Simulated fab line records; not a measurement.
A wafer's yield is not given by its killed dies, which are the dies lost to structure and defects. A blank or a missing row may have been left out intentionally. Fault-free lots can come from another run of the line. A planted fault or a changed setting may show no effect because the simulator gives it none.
Which tool is to blame? | flow nandHarc | Sampling: 24 lots, 72 wafers, 5 of 1302 route steps

== WHAT THE GAUGES SHOWED, per wafer ==
NHARC_P_M1_OVL_MEAS_10: pitch 260 nm. Usual: overlayXNm 0.0 nm, standard deviation 0.9; overlayYNm -0.1 nm, standard deviation 1.1.
lot  | measured     | on         | overlayXNm (nm) | overlayYNm (nm) | flag
L074 | day 6 04:32  | overlay-01 | -0.2 0.0 -0.1   | 0.1 -0.5 -0.9   | 
L075 | day 6 16:56  | overlay-01 | 1.5 1.6 1.2     | -2.2 -2.3 -2.3  | 
L076 | day 7 05:35  | overlay-02 | -1.8 -1.6 -1.8  | 1.5 1.5 1.1     | 
L077 | day 7 16:04  | overlay-02 | -0.9 -1.1 -0.8  | -0.3 0.1 0.0    | 
L078 | day 7 19:05  | overlay-01 | -1.0 -1.2 -1.1  | 0.2 0.7 -0.3    | 
L079 | day 8 04:20  | overlay-01 | 1.1 0.1 1.1     | -1.1 -1.6 -1.2  | 
L080 | day 8 20:13  | overlay-01 | 0.6 1.0 1.2     | 0.1 -0.6 -0.4   | 
L081 | day 9 12:27  | overlay-02 | -0.6 -1.2 -1.4  | 0.9 0.5 0.5     | 
L082 | day 9 12:51  | overlay-01 | 0.6 0.5 -0.3    | -0.2 0.0 -0.1   | 
L084 | day 10 07:17 | overlay-02 | 0.3 0.5 0.5     | 1.2 0.7 1.2     | 
L083 | day 10 08:18 | overlay-01 | -1.2 -1.2 -0.7  | -1.2 -1.0 -1.1  | 
L085 | day 10 17:20 | overlay-01 | 1.3 1.3 0.7     | -0.2 0.0 -0.1   | 
L086 | day 11 04:50 | overlay-01 | 0.0 -0.2 0.3    | 1.6 1.8 1.3     | 
L088 | day 12 02:49 | overlay-01 | 0.6 0.1 0.6     | 1.2 0.9 1.2     | 
L087 | day 12 03:53 | overlay-01 | 0.8 0.5 0.0     | -2.0 -2.1 -1.8  | 
L089 | day 12 09:57 | overlay-02 | -0.7 -0.1 0.1   | 0.7 1.0 1.5     | 
L090 | day 13 00:31 | overlay-02 | -1.1 -0.4 -0.9  | 0.4 0.1 0.8     | 
L091 | day 13 08:31 | overlay-01 | 0.0 -0.4 -0.2   | -0.6 -0.9 -0.8  | 
L092 | day 13 16:01 | overlay-01 | -0.6 -1.1 -0.2  | 1.3 1.4 0.9     | 
L093 | day 14 01:04 | overlay-02 | 1.2 1.7 1.2     | -1.9 -1.9 -2.3  | 
L094 | day 14 13:29 | overlay-01 | 0.4 0.9 0.7     | 1.4 1.3 1.2     | 
L095 | day 15 04:13 | overlay-02 | -0.1 0.0 -0.1   | 0.3 -0.3 -0.1   | 
L096 | day 15 10:36 | overlay-02 | -0.9 -1.5 -0.9  | -0.5 -0.3 -0.2  | 
L097 | day 15 21:57 | overlay-01 | -0.1 0.5 0.2    | -0.1 -0.2 -0.2  | 

== WHAT TOOL EACH LOT RAN ON (gives the tool, then ch and the chambers of the sampled wafers, and finally the start) ==
lot  | NHARC_P_CONTACT_DEP_00                     | NHARC_P_CONTACT_STRIP_28          | NHARC_P_CONTACT_DEGAS_38    | NHARC_P_M0_PVD_20
L074 | pecvd-03 ch 0,2, day 5 21:17 or earlier    | rieDiel-08 ch 0,3, day 5 21:17    | pvdSputter-01, day 5 21:56  | pvdSputter-03, day 6 04:32 or earlier
L075 | pecvd-03 ch 0,1,2, day 6 09:44 or earlier  | rieDiel-03 ch 0,1,2, day 6 09:44  | pvdSputter-01, day 6 10:22  | pvdSputter-03, day 6 16:56 or earlier
L076 | pecvd-04 ch 0,2, day 6 22:35 or earlier    | rieDiel-03 ch 0,3, day 6 22:35    | pvdSputter-01, day 6 23:13  | pvdSputter-01, day 7 05:35 or earlier
L077 | pecvd-04 ch 1,2, day 7 09:02 or earlier    | rieDiel-05 ch 0,1, day 7 09:02    | pvdSputter-01, day 7 09:41  | pvdSputter-02, day 7 16:04 or earlier
L078 | pecvd-04 ch 1,2, day 7 11:56 or earlier    | rieDiel-03 ch 0,2,3, day 7 11:56  | pvdSputter-03, day 7 12:34  | pvdSputter-02, day 7 19:05 or earlier
L079 | pecvd-03 ch 0,1,2, day 7 21:11 or earlier  | rieDiel-05 ch 0,2,3, day 7 21:11  | pvdSputter-02, day 7 21:52  | pvdSputter-02, day 8 01:23
L080 | pecvd-04 ch 0,1,2, day 8 13:14 or earlier  | rieDiel-08 ch 0,3, day 8 13:14    | pvdSputter-02, day 8 13:53  | pvdSputter-03, day 8 20:13 or earlier
L081 | pecvd-01 ch 0,1,2, day 9 05:14 or earlier  | rieDiel-03 ch 1,2,3, day 9 05:14  | pvdSputter-03, day 9 05:53  | pvdSputter-02, day 9 12:27 or earlier
L082 | pecvd-04 ch 0,1,2, day 9 05:40 or earlier  | rieDiel-05 ch 0,3, day 9 05:40    | pvdSputter-02, day 9 06:17  | pvdSputter-03, day 9 12:51 or earlier
L084 | pecvd-03 ch 0,1, day 9 23:41 or earlier    | rieDiel-05 ch 1,2,3, day 9 23:41  | pvdSputter-01, day 10 00:20 | pvdSputter-03, day 10 07:17 or earlier
L083 | pecvd-01 ch 1,2, day 10 01:07 or earlier   | rieDiel-03 ch 1,2,3, day 10 01:07 | pvdSputter-02, day 10 01:44 | pvdSputter-02, day 10 08:18 or earlier
L085 | pecvd-01 ch 0,2, day 10 09:41 or earlier   | rieDiel-05 ch 1,2, day 10 09:41   | pvdSputter-02, day 10 10:20 | pvdSputter-03, day 10 17:20 or earlier
L086 | pecvd-01 ch 0,1, day 10 18:47              | rieDiel-03 ch 0,1,3, day 10 21:23 | pvdSputter-02, day 10 22:01 | pvdSputter-03, day 11 04:50 or earlier
L088 | pecvd-03 ch 0,1, day 11 16:53              | rieDiel-03 ch 0,1,3, day 11 19:36 | pvdSputter-03, day 11 20:14 | pvdSputter-02, day 12 02:49 or earlier
L087 | pecvd-01 ch 0,2, day 11 20:34 or earlier   | rieDiel-08 ch 0,2,3, day 11 20:34 | pvdSputter-01, day 11 21:14 | pvdSputter-03, day 12 03:53 or earlier
L089 | pecvd-01 ch 0,1, day 12 02:38 or earlier   | rieDiel-05 ch 0,1,2, day 12 02:38 | pvdSputter-01, day 12 03:14 | pvdSputter-01, day 12 09:57 or earlier
L090 | pecvd-01 ch 0,2, day 12 17:21 or earlier   | rieDiel-08 ch 1,2, day 12 17:21   | pvdSputter-03, day 12 18:00 | pvdSputter-01, day 13 00:31 or earlier
L091 | pecvd-03 ch 0,1, day 13 00:53 or earlier   | rieDiel-08 ch 0,2, day 13 00:53   | pvdSputter-03, day 13 01:35 | pvdSputter-02, day 13 08:31 or earlier
L092 | pecvd-04 ch 1,2, day 13 08:52 or earlier   | rieDiel-05 ch 0,3, day 13 08:52   | pvdSputter-01, day 13 09:35 | pvdSputter-03, day 13 16:01 or earlier
L093 | pecvd-04 ch 1,2, day 13 17:13 or earlier   | rieDiel-05 ch 1,2,3, day 13 17:13 | pvdSputter-03, day 13 17:50 | pvdSputter-01, day 14 01:04 or earlier
L094 | pecvd-04 ch 1,2, day 14 05:47 or earlier   | rieDiel-03 ch 1,2,3, day 14 05:47 | pvdSputter-03, day 14 06:25 | pvdSputter-01, day 14 13:29 or earlier
L095 | pecvd-03 ch 0,2, day 14 21:11 or earlier   | rieDiel-05 ch 0,1,2, day 14 21:11 | pvdSputter-03, day 14 21:50 | pvdSputter-01, day 15 04:13 or earlier
L096 | pecvd-01 ch 0,1,2, day 15 03:19 or earlier | rieDiel-03 ch 0,3, day 15 03:19   | pvdSputter-01, day 15 03:59 | pvdSputter-01, day 15 10:36 or earlier
L097 | pecvd-01 ch 0,1,2, day 15 14:54 or earlier | rieDiel-03 ch 0,1,3, day 15 14:54 | pvdSputter-01, day 15 15:31 | pvdSputter-01, day 15 21:57 or earlier
- NHARC_P_CONTACT_DEP_00: deposits SiO2, target thk 500 nm.
- NHARC_P_CONTACT_STRIP_28: strips in O2.
- NHARC_P_CONTACT_DEGAS_38: time 60 s.
- NHARC_P_M0_PVD_20: deposits TaN, target thk 5 nm, time 8.06 s.

== WHAT THE TOOLS THEMSELVES READ (means of the sampled wafers that have a number; where no wafer has one, the mark that the record gives instead) ==
NHARC_P_CONTACT_DEP_00. Usual: heaterPowerW 511 W, standard deviation 97; rfFwdPowerW 898.1 W, standard deviation 2.7; showerheadVppV 1807 V, standard deviation 92; throttleValvePct 15.83 %, standard deviation 0.3.
lot  | tool     | heaterPowerW (W) | rfFwdPowerW (W) | showerheadVppV (V) | throttleValvePct (%) | flag
L074 | pecvd-03 | 443              | 893.7           | 1748               | 15.46                | 
L075 | pecvd-03 | 576              | 897.4           | 1767               | 15.55                | 
L076 | pecvd-04 | 608              | 895.9           | 1880               | 15.94                | 
L077 | pecvd-04 | 442              | 896.5           | 1791               | 16.11                | 
L078 | pecvd-04 | 463              | 899.8           | 1890               | 16.17                | 
L079 | pecvd-03 | 477              | 894.2           | 1776               | 15.78                | 
L080 | pecvd-04 | 506              | 899.7           | 1850               | 16.13                | 
L081 | pecvd-01 | 490              | 899.9           | 1794               | 15.87                | 
L082 | pecvd-04 | 491              | 897.2           | 1836               | 16.21                | 
L084 | pecvd-03 | 566              | 899.2           | 1794               | 15.54                | 
L083 | pecvd-01 | 542              | 899.1           | 1762               | 15.64                | 
L085 | pecvd-01 | 463              | 901.9           | 1819               | 15.81                | 
L086 | pecvd-01 | 550              | 899.0           | 1808               | 15.85                | 
L088 | pecvd-03 | 591              | 899.0           | 1813               | 15.50                | 
L087 | pecvd-01 | 434              | 900.2           | 1787               | 15.88                | 
L089 | pecvd-01 | 495              | 898.3           | 1845               | 15.87                | 
L090 | pecvd-01 | 487              | 897.6           | 1798               | 15.81                | 
L091 | pecvd-03 | 691              | 899.2           | 1764               | 15.42                | 
L092 | pecvd-04 | 521              | 897.1           | 1889               | 15.97                | 
L093 | pecvd-04 | 498              | 895.5           | 1871               | 16.12                | 
L094 | pecvd-04 | 477              | 897.2           | 1784               | 15.98                | 
L095 | pecvd-03 | 543              | 894.6           | 1754               | 15.51                | 
L096 | pecvd-01 | 519              | 900.8           | 1791               | 15.90                | 
L097 | pecvd-01 | 457              | 900.4           | 1814               | 16.00                | 

NHARC_P_CONTACT_STRIP_28. Usual: drypumpMotorCurrentA 5.7 A, standard deviation 0.39; oesProductAu 1.002 a.u., standard deviation 0.015; rfVppV 57.6 V, standard deviation 0.85; showerheadPlenumPTorr 3.55 Torr, standard deviation 0.14; throttleValvePct 17.038 %, standard deviation 0.0083.
lot  | tool       | drypumpMotorCurrentA (A) | oesProductAu (a.u.) | rfVppV (V) | showerheadPlenumPTorr (Torr) | throttleValvePct (%) | flag
L074 | rieDiel-08 | 5.6                      | 0.982               | 56.7       | 3.42                         | 17.034               | 
L075 | rieDiel-03 | 5.5                      | 1.002               | 57.6       | 3.60                         | 17.034               | 
L076 | rieDiel-03 | 6.0                      | 1.001               | 57.2       | 3.53                         | 17.035               | 
L077 | rieDiel-05 | 5.7                      | 1.017               | 57.3       | 3.42                         | 17.036               | 
L078 | rieDiel-03 | 5.7                      | 1.000               | 57.5       | 3.51                         | 17.040               | 
L079 | rieDiel-05 | 5.9                      | 1.017               | 57.5       | 3.55                         | 17.028               | 
L080 | rieDiel-08 | 5.7                      | 0.999               | 57.8       | 3.48                         | 17.039               | 
L081 | rieDiel-03 | 5.4                      | 1.006               | 57.8       | 3.54                         | 17.045               | 
L082 | rieDiel-05 | 5.9                      | 1.025               | 58.7       | 3.64                         | 17.037               | 
L084 | rieDiel-05 | 6.0                      | 1.002               | 57.8       | 3.60                         | 17.035               | 
L083 | rieDiel-03 | 5.4                      | 1.000               | 58.1       | 3.54                         | 17.035               | 
L085 | rieDiel-05 | 6.0                      | 0.996               | 57.3       | 3.51                         | 17.033               | 
L086 | rieDiel-03 | 5.7                      | 1.004               | 57.8       | 3.61                         | 17.038               | 
L088 | rieDiel-03 | 5.7                      | 1.000               | 57.3       | 3.60                         | 17.035               | 
L087 | rieDiel-08 | 5.5                      | 1.005               | 57.7       | 3.54                         | 17.038               | 
L089 | rieDiel-05 | 5.9                      | 1.011               | 57.8       | 3.46                         | 17.035               | 
L090 | rieDiel-08 | 5.6                      | 0.995               | 57.7       | 3.67                         | 17.041               | 
L091 | rieDiel-08 | 5.5                      | 1.003               | 57.8       | 3.67                         | 17.036               | 
L092 | rieDiel-05 | 5.8                      | 1.018               | 57.9       | 3.51                         | 17.033               | 
L093 | rieDiel-05 | 6.0                      | 1.007               | 57.9       | 3.60                         | 17.047               | 
L094 | rieDiel-03 | 5.4                      | 0.992               | 58.4       | 3.54                         | 17.045               | 
L095 | rieDiel-05 | 5.9                      | 1.008               | 58.3       | 3.46                         | 17.029               | 
L096 | rieDiel-03 | 6.1                      | 0.991               | 56.6       | 3.56                         | 17.039               | 
L097 | rieDiel-03 | 5.7                      | 0.991               | 57.8       | 3.60                         | 17.037               | 

NHARC_P_CONTACT_DEGAS_38. Usual: 464 W for heaterPowerW, sd 44.
lot  | tool          | heaterPowerW (W) | flag
L074 | pvdSputter-01 | 474              | 
L075 | pvdSputter-01 | 446              | 
L076 | pvdSputter-01 | 430              | 
L077 | pvdSputter-01 | 446              | 
L078 | pvdSputter-03 | 485              | 
L079 | pvdSputter-02 | 500              | 
L080 | pvdSputter-02 | 500              | 
L081 | pvdSputter-03 | 452              | 
L082 | pvdSputter-02 | 465              | 
L084 | pvdSputter-01 | 418              | 
L083 | pvdSputter-02 | 472              | 
L085 | pvdSputter-02 | 513              | 
L086 | pvdSputter-02 | 536              | 
L088 | pvdSputter-03 | 467              | 
L087 | pvdSputter-01 | 409              | 
L089 | pvdSputter-01 | 423              | 
L090 | pvdSputter-03 | 480              | 
L091 | pvdSputter-03 | 430              | 
L092 | pvdSputter-01 | 448              | 
L093 | pvdSputter-03 | 433              | 
L094 | pvdSputter-03 | 463              | 
L095 | pvdSputter-03 | 497              | 
L096 | pvdSputter-01 | 451              | 
L097 | pvdSputter-01 | 410              | 

NHARC_P_M0_PVD_20. Usual: 30.2 % for throttleValvePct, sd 1.3.
lot  | tool          | throttleValvePct (%) | flag
L074 | pvdSputter-03 | 30.8                 | 
L075 | pvdSputter-03 | 29.6                 | 
L076 | pvdSputter-01 | 31.5                 | 
L077 | pvdSputter-02 | 29.0                 | 
L078 | pvdSputter-02 | 28.9                 | 
L079 | pvdSputter-02 | 29.3                 | 
L080 | pvdSputter-03 | 28.4                 | 
L081 | pvdSputter-02 | 29.5                 | 
L082 | pvdSputter-03 | 29.9                 | 
L084 | pvdSputter-03 | 30.0                 | 
L083 | pvdSputter-02 | 30.2                 | 
L085 | pvdSputter-03 | 30.2                 | 
L086 | pvdSputter-03 | 29.3                 | 
L088 | pvdSputter-02 | 29.6                 | 
L087 | pvdSputter-03 | 29.2                 | 
L089 | pvdSputter-01 | 31.2                 | 
L090 | pvdSputter-01 | 31.6                 | 
L091 | pvdSputter-02 | 30.1                 | 
L092 | pvdSputter-03 | 30.1                 | 
L093 | pvdSputter-01 | 31.7                 | 
L094 | pvdSputter-01 | 31.3                 | 
L095 | pvdSputter-01 | 31.8                 | 
L096 | pvdSputter-01 | 30.9                 | 
L097 | pvdSputter-01 | 30.9                 | 

== THE ANSWER, worked out from the rows above alone ==
Rule: take the mean of a lot's wafers that have a number; if it is more than 3 standard deviations from the usual mean, the lot is off. A lot without any number at a reading at which 4 lots or more have one is off too. Any other lot the step has rows for is counted as sound. After the gauges, taken in route order, come the tools' own readings; for these a lot's mean is taken, as printed above. The first step at which some lot is off is used, and at that step the reading that is off furthest; a lot without a number counts as furthest.
No lot is off on any of the readings shown, so nothing can be concluded from this.

== WHAT THE SIMULATOR HAD INSERTED ==
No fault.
